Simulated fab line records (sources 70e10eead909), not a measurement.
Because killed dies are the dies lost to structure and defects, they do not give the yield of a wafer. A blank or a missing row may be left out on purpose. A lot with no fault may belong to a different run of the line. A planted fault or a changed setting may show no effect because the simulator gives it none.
Which tool is to blame?    flow nand_harc    33 wafers from 11 lots sampled at 5 of the route's 1302 steps

== WHAT THE GAUGES SHOWED, per wafer ==
NHARC_END_SORT_01. Usual: killed_at_array 59, standard deviation 20; killed_at_other 0.8, standard deviation 1; killed_at_periphery 3.2, standard deviation 2.1; killed_dies 63, standard deviation 21; killed_open 3.0, standard deviation 1.9; killed_short 2.3, standard deviation 1.5.
lot   measured      on         killed_at_array  killed_at_other  killed_at_periphery  killed_dies  killed_open  killed_short  flag
L349  day 31 09:19  prober-01  55 60 66         0 2 0            3 1 611              58 63 677    1 3 3        2 2 2         OFF

== WHICH TOOL RAN EACH LOT (tool, then ch and the chambers of the sampled wafers, then the start) ==
lot   NHARC_P_CONTACT_DESCUM_17           NHARC_P_CONTACT_ETCH_35            NHARC_P_CONTACT_ETCH_36             NHARC_P_CONTACT_DEGAS_38
L332  rie_diel-01 ch 2,3, day 6 06:52     rie_diel-01 ch 0,1, day 6 06:58    rie_diel-01 ch 0,1,2, day 6 07:07   pvd_sputter-02, day 6 08:28
L333  rie_diel-11 ch 0,1,3, day 6 12:22   rie_diel-11 ch 0,1,2, day 6 12:26  rie_diel-11 ch 2,3, day 6 12:34     pvd_sputter-03, day 6 13:57
L334  rie_diel-11 ch 0,2, day 7 02:25     rie_diel-11 ch 0,3, day 7 02:30    rie_diel-11 ch 1,2,3, day 7 02:38   pvd_sputter-03, day 7 04:01
L335  rie_diel-12 ch 2,3, day 7 03:07     rie_diel-12 ch 0,2,3, day 7 03:13  rie_diel-12 ch 0,3, day 7 03:19     pvd_sputter-02, day 7 04:44
L340  rie_diel-11 ch 0,1,3, day 9 04:52   rie_diel-11 ch 0,1,2, day 9 04:56  rie_diel-11 ch 0,2,3, day 9 05:02   pvd_sputter-03, day 9 06:26
L342  rie_diel-11 ch 0,2,3, day 9 21:02   rie_diel-11 ch 1,2, day 9 21:06    rie_diel-11 ch 2,3, day 9 21:11     pvd_sputter-03, day 9 22:36
L345  rie_diel-12 ch 0,1,2, day 11 03:30  rie_diel-12 ch 0,3, day 11 03:35   rie_diel-12 ch 1,2, day 11 03:42    pvd_sputter-02, day 11 05:05
L349  rie_diel-12 ch 0,3, day 13 03:10    rie_diel-12 ch 0,3, day 13 03:16   rie_diel-12 ch 0,1,3, day 13 03:24  pvd_sputter-03, day 13 04:47
L351  rie_diel-11 ch 0,3, day 14 05:29    rie_diel-11 ch 1,2, day 14 05:34   rie_diel-11 ch 0,1,2, day 14 05:46  pvd_sputter-01, day 14 07:06
L352  rie_diel-11 ch 0,1,3, day 14 11:55  rie_diel-11 ch 0,1, day 14 11:59   rie_diel-11 ch 0,3, day 14 12:05    pvd_sputter-03, day 14 13:29
L353  rie_diel-01 ch 1,3, day 14 12:14    rie_diel-01 ch 0,3, day 14 12:19   rie_diel-01 ch 1,3, day 14 12:24    pvd_sputter-01, day 14 13:49
- NHARC_P_CONTACT_DESCUM_17: chemistry O2, time 3 s.
- NHARC_P_CONTACT_ETCH_35: etches the open film in CF4, target depth 39 nm, time 65 s.
- NHARC_P_CONTACT_ETCH_36: etches the open film in N2/H2, target depth 260 nm, time 406.25 s.
- NHARC_P_CONTACT_DEGAS_38: time 60 s.

== AS READ BY THE TOOLS THEMSELVES (means over the sampled wafers that have a number; for cases with no such wafer, the mark the record gives instead) ==
NHARC_P_CONTACT_DESCUM_17. Usual: drypump_motor_current_A 5.9 A, standard deviation 0.43; oes_product_au 1.000 a.u., standard deviation 0.0076; rf_vpp_V 57.7 V, standard deviation 0.84; showerhead_plenum_p_Torr 1.87 Torr, standard deviation 0.067; throttle_valve_pct 11.310 %, standard deviation 0.0085.
lot   tool         drypump_motor_current_A (A)  oes_product_au (a.u.)  rf_vpp_V (V)  showerhead_plenum_p_Torr (Torr)  throttle_valve_pct (%)  flag
L332  rie_diel-01  5.8                          0.998                  58.4          1.90                             11.304                  
L333  rie_diel-11  6.1                          1.012                  57.9          1.88                             11.306                  
L334  rie_diel-11  6.1                          0.997                  57.6          1.87                             11.308                  
L335  rie_diel-12  5.8                          0.998                  57.9          1.80                             11.308                  
L340  rie_diel-11  6.2                          1.005                  57.5          1.88                             11.301                  
L342  rie_diel-11  6.2                          0.993                  57.8          1.88                             11.315                  
L345  rie_diel-12  5.4                          0.998                  57.4          1.84                             11.307                  
L349  rie_diel-12  5.8                          0.994                  57.4          1.84                             11.312                  
L351  rie_diel-11  6.3                          1.005                  57.6          1.89                             11.308                  
L352  rie_diel-11  6.1                          1.000                  57.8          1.88                             11.314                  
L353  rie_diel-01  6.2                          0.991                  57.0          1.86                             11.316                  

NHARC_P_CONTACT_ETCH_35. Usual: drypump_motor_current_A 5.9 A, standard deviation 0.41; oes_product_au 0.999 a.u., standard deviation 0.0084; rf_vpp_V 150.8 V, standard deviation 1.1; run_length_s 86.4 s, standard deviation 0.46; showerhead_plenum_p_Torr 1.74 Torr, standard deviation 0.058; throttle_valve_pct 13.283 %, standard deviation 0.0079.
lot   tool         drypump_motor_current_A (A)  oes_product_au (a.u.)  rf_vpp_V (V)  run_length_s (s)  showerhead_plenum_p_Torr (Torr)  throttle_valve_pct (%)  flag
L332  rie_diel-01  6.1                          0.996                  150.6         86.8              1.83                             13.278                  
L333  rie_diel-11  6.1                          1.002                  150.8         86.8              1.73                             13.280                  
L334  rie_diel-11  6.2                          1.003                  150.8         86.6              1.74                             13.291                  
L335  rie_diel-12  5.7                          0.997                  149.6         86.2              1.71                             13.281                  
L340  rie_diel-11  6.0                          0.995                  150.5         87.1              1.73                             13.281                  
L342  rie_diel-11  6.0                          1.002                  151.1         86.8              1.73                             13.291                  
L345  rie_diel-12  5.6                          1.002                  151.2         86.2              1.74                             13.283                  
L349  rie_diel-12  5.6                          0.988                  151.2         86.0              1.74                             13.278                  
L351  rie_diel-11  5.9                          0.990                  150.4         86.9              1.73                             13.288                  
L352  rie_diel-11  6.0                          1.001                  151.5         86.8              1.73                             13.278                  
L353  rie_diel-01  6.4                          1.002                  152.6         86.8              1.83                             13.293                  

NHARC_P_CONTACT_ETCH_36. Usual: drypump_motor_current_A 5.9 A, standard deviation 0.43; oes_product_au 1.000 a.u., standard deviation 0.0082; rf_vpp_V 429.4 V, standard deviation 2.2; run_length_s 427.7 s, standard deviation 0.47; showerhead_plenum_p_Torr 2.00 Torr, standard deviation 0.072; throttle_valve_pct 14.171 %, standard deviation 0.0088.
lot   tool         drypump_motor_current_A (A)  oes_product_au (a.u.)  rf_vpp_V (V)  run_length_s (s)  showerhead_plenum_p_Torr (Torr)  throttle_valve_pct (%)  flag
L332  rie_diel-01  5.8                          0.995                  430.4         427.9             2.07                             14.175                  
L333  rie_diel-11  6.1                          0.992                  429.6         427.8             2.01                             14.170                  
L334  rie_diel-11  6.0                          1.008                  429.8         427.7             2.01                             14.178                  
L335  rie_diel-12  5.6                          1.003                  430.1         427.4             2.01                             14.166                  
L340  rie_diel-11  6.2                          0.996                  430.1         428.0             2.00                             14.168                  
L342  rie_diel-11  6.1                          0.993                  430.3         427.8             2.00                             14.171                  
L345  rie_diel-12  5.2                          1.007                  426.3         427.5             1.90                             14.167                  
L349  rie_diel-12  5.5                          1.002                  429.5         391.1             1.95                             14.171                  OFF
L351  rie_diel-11  6.1                          1.001                  429.5         428.2             1.99                             14.167                  
L352  rie_diel-11  6.3                          0.998                  429.7         428.0             1.99                             14.172                  
L353  rie_diel-01  5.9                          0.998                  428.5         427.3             1.97                             14.167                  

NHARC_P_CONTACT_DEGAS_38. Usual: heater_power_w 495 W, standard deviation 41.
lot   tool            heater_power_w (W)  flag
L332  pvd_sputter-02  527                 
L333  pvd_sputter-03  472                 
L334  pvd_sputter-03  453                 
L335  pvd_sputter-02  521                 
L340  pvd_sputter-03  453                 
L342  pvd_sputter-03  448                 
L345  pvd_sputter-02  499                 
L349  pvd_sputter-03  477                 
L351  pvd_sputter-01  517                 
L352  pvd_sputter-03  493                 
L353  pvd_sputter-01  531                 

== THE ANSWER, worked out from the rows above alone ==
Rule: take the mean of a lot's wafers that have a number; if it is more than 3 standard deviations from the usual mean, the lot is off. Also off: a lot with no number at a reading for which 4 or more lots have one. All remaining lots with rows at the step are treated as sound. The gauges are gone through in route order, then the tools' own readings, and for those a lot's mean is taken as printed above. At the first step where some lot is off, the reading lying furthest off is the one used; lots without a number count as furthest.
Off at NHARC_END_SORT_01 (killed_at_periphery): L349. Neither off nor sound, because the step has no rows for them: L332, L333, L334, L335, L340, L342, L345, L351, L352, L353.
If a tool, at a process step before that reading, ran all the lots that are off and no sound lot after the first of them, it fits. The gauges at NHARC_END_SORT_01 aren't tried: what is off there is off at NHARC_P_CONTACT_ETCH_36 too, on other tools, and a gauge's error can't cause that. This does not decide it: 2 tools fit, namely rie_diel-12 at NHARC_P_CONTACT_DESCUM_17 and NHARC_P_CONTACT_ETCH_35 and NHARC_P_CONTACT_ETCH_36 and pvd_sputter-03 at NHARC_P_CONTACT_DEGAS_38.

== WHAT HAD BEEN PUT IN BY THE SIMULATOR ==
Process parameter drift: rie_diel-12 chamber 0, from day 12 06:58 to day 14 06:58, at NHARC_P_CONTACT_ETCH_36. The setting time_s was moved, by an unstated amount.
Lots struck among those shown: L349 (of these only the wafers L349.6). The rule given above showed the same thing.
